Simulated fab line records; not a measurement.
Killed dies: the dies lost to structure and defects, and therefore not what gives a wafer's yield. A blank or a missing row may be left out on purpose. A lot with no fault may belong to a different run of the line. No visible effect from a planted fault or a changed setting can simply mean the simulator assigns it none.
Split-lot trial + flow n5-finfet + 7 lots, 39 wafers read, on a route of 1938 steps

== THE SPLIT ==
At N5_SDB_ALD_29 (deposits SiNx, target thk 30 nm, pulse time 1 s, ald cycles 600), the setting ald-cycles was moved away from the recipe's 600 on 15 of the 39 wafers read, by -54.8% to +44.3%. This setting was run at the recipe's value on the other wafers.

Reading taken at the split's own step.

== THE READING ==
SiNx_of_SDB_ALD_29.thk-nm (the simulator's own value, which no gauge read), in nm, at N5_SDB_ALD_29 (deposits SiNx, target thk 30 nm, pulse time 1 s, ald cycles 600). The file gives no usual value for it. The 24 wafers here that ran the recipe average 30.0 nm, standard deviation 0.23 nm.

| wafer  | tool, chamber at the split | ald-cycles as run | against the recipe | SiNx_of_SDB_ALD_29.thk-nm, nm | against lot-mates on the recipe |
|--------|----------------------------|-------------------|--------------------|-------------------------------|---------------------------------|
| L074.1 | ald-sin-04, 2,0            | 600               | recipe             | 29.6                          | -                               |
| L074.2 | ald-sin-04, 2,0            | 600               | recipe             | 29.6                          | -                               |
| L074.3 | ald-sin-04, 1              | 460               | -23.3%             | 22.8                          | -6.9                            |
| L074.4 | ald-sin-04, 3              | 460               | -23.3%             | 22.6                          | -7.1                            |
| L074.5 | ald-sin-04, 2              | 600               | recipe             | 29.8                          | -                               |
| L074.6 | ald-sin-04, 1              | 460               | -23.3%             | 23                            | -6.7                            |
| L077.1 | ald-sin-02, 0              | 808               | +34.7%             | 40.6                          | +10.7                           |
| L077.2 | ald-sin-02, 2              | 600               | recipe             | 29.8                          | -                               |
| L077.6 | ald-sin-02, 2              | 600               | recipe             | 29.8                          | -                               |
| L077.3 | ald-sin-02, 1,3            | 808               | +34.7%             | 40.2                          | +10.3                           |
| L077.5 | ald-sin-02, 1,3            | 808               | +34.7%             | 40.2                          | +10.3                           |
| L077.4 | ald-sin-02, 3              | 600               | recipe             | 30                            | -                               |
| L078.1 | ald-sin-04, 0              | 600               | recipe             | 29.8                          | -                               |
| L078.5 | ald-sin-04, 0              | 600               | recipe             | 29.8                          | -                               |
| L078.2 | ald-sin-04, 3              | 278               | -53.7%             | 13.6                          | -16.3                           |
| L078.3 | ald-sin-04, 2              | 278               | -53.7%             | 13.8                          | -16.1                           |
| L078.4 | ald-sin-04, 1              | 278               | -53.7%             | 14                            | -15.9                           |
| L078.6 | ald-sin-04, 1              | 600               | recipe             | 30                            | -                               |
| L081.1 | ald-sin-01, 1              | 600               | recipe             | 30                            | -                               |
| L081.2 | ald-sin-01, 0,2,3,1,0      | 600               | recipe             | 30.2                          | -                               |
| L081.3 | ald-sin-01, 0,2,3,1,0      | 600               | recipe             | 30.2                          | -                               |
| L081.4 | ald-sin-01, 0,2,3,1,0      | 600               | recipe             | 30.2                          | -                               |
| L081.5 | ald-sin-01, 0,2,3,1,0      | 600               | recipe             | 30.2                          | -                               |
| L081.6 | ald-sin-01, 0,2,3,1,0      | 600               | recipe             | 30.2                          | -                               |
| L085.1 | ald-sin-01, 0              | 866               | +44.3%             | 43.6                          | +13.3                           |
| L085.2 | ald-sin-01, 3              | 866               | +44.3%             | 43.8                          | +13.5                           |
| L085.3 | ald-sin-01, 2              | 600               | recipe             | 30.4                          | -                               |
| L085.6 | ald-sin-01, 2              | 600               | recipe             | 30.4                          | -                               |
| L085.4 | ald-sin-01, 1              | 600               | recipe             | 30.2                          | -                               |
| L085.5 | ald-sin-01, 1              | 866               | +44.3%             | 43.4                          | +13.1                           |
| L093.1 | ald-sin-02, 2              | 271               | -54.8%             | 13.2                          | -16.6                           |
| L093.2 | ald-sin-02, 3              | 600               | recipe             | 29.8                          | -                               |
| L093.3 | ald-sin-02, 1              | 600               | recipe             | 29.6                          | -                               |
| L093.4 | ald-sin-02, 0              | 271               | -54.8%             | 13.6                          | -16.2                           |
| L093.5 | ald-sin-02, 3              | 271               | -54.8%             | 13.4                          | -16.4                           |
| L093.6 | ald-sin-02, 0              | 600               | recipe             | 30                            | -                               |
| L094.2 | ald-sin-04, 2,0            | 600               | recipe             | 30                            | -                               |
| L094.5 | ald-sin-04, 2,0            | 600               | recipe             | 30                            | -                               |
| L094.4 | ald-sin-04, 3              | 600               | recipe             | 29.8                          | -                               |
The file does not say which wafer passed through which chamber wherever a row lists several chambers: such a row stands for several wafers.

FIT RESULTS
A straight line over all 39 wafers: SiNx_of_SDB_ALD_29.thk-nm changes by +0.303 nm for each +1% of ald-cycles; r = +1.00; the points scatter about the line by 0.23 nm.
The same after taking each lot's own level away (the mean of its wafers on the recipe; 39 wafers): +0.299 nm for each +1%; r = +1.00; scatter 0.14 nm.
On that fit, the largest move of ald-cycles shifts the reading by 16 nm.
The span of the lots' own levels, 29.67 to 30.33 nm, comes to 2.9 times the standard deviation stated above.
The two slopes agree, so the slope changes little with the lot-to-lot level.
Check: for one of the wafers moved furthest among these (-54.8%), held out of the fit, the line's prediction against its lot-mates is -16.4 nm. Against them it came out at -16.6 nm.

== THESE WAFERS: OTHER SPLITS ==
These wafers also went through other splits before the reading. Each is held against what the fit with the lots' levels taken away leaves over:
| other split on the same wafers       | wafers away from the commonest value | r with SiNx_of_SDB_ALD_29.thk-nm (lot level and that fit taken away) |
|--------------------------------------|--------------------------------------|----------------------------------------------------------------------|
| N5_FIN_SAQP_HM_DEP_03 target-thk-a   | 15                                   | -0.14                                                                |
| N5_SD_EPI_N_EPI_21 epi-growth-time-s | 15                                   | +0.13                                                                |

== THE WHOLE CHAIN: every reading that the file lists as answering this split, in the file's order ==
| step          | what it does                                                      | reading                                                                    | change (the file's fit)                                                             | r (the file's) |
|---------------|-------------------------------------------------------------------|----------------------------------------------------------------------------|-------------------------------------------------------------------------------------|----------------|
| N5_SDB_ALD_29 | deposits SiNx, target thk 30 nm, pulse time 1 s, ald cycles 600   | SiNx_of_SDB_ALD_29.thk-nm (the simulator's own value, which no gauge read) | +0.299 nm for each +1% of the setting                                               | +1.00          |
| N5_SDB_CMP_30 | polishes, stops on poly-Si, t overpolish 1.54 s, target thk 30 nm | SiNx_of_SDB_ALD_29.thk-nm (the simulator's own value, which no gauge read) | not straight: 13.4 at the lowest setting, 29.97 at the recipe, 30.13 at the highest | not given      |

== THE FILE'S OWN FIT ==
SiNx_of_SDB_ALD_29.thk-nm changes by +0.299 nm for each +1% of ald-cycles, r = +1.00.
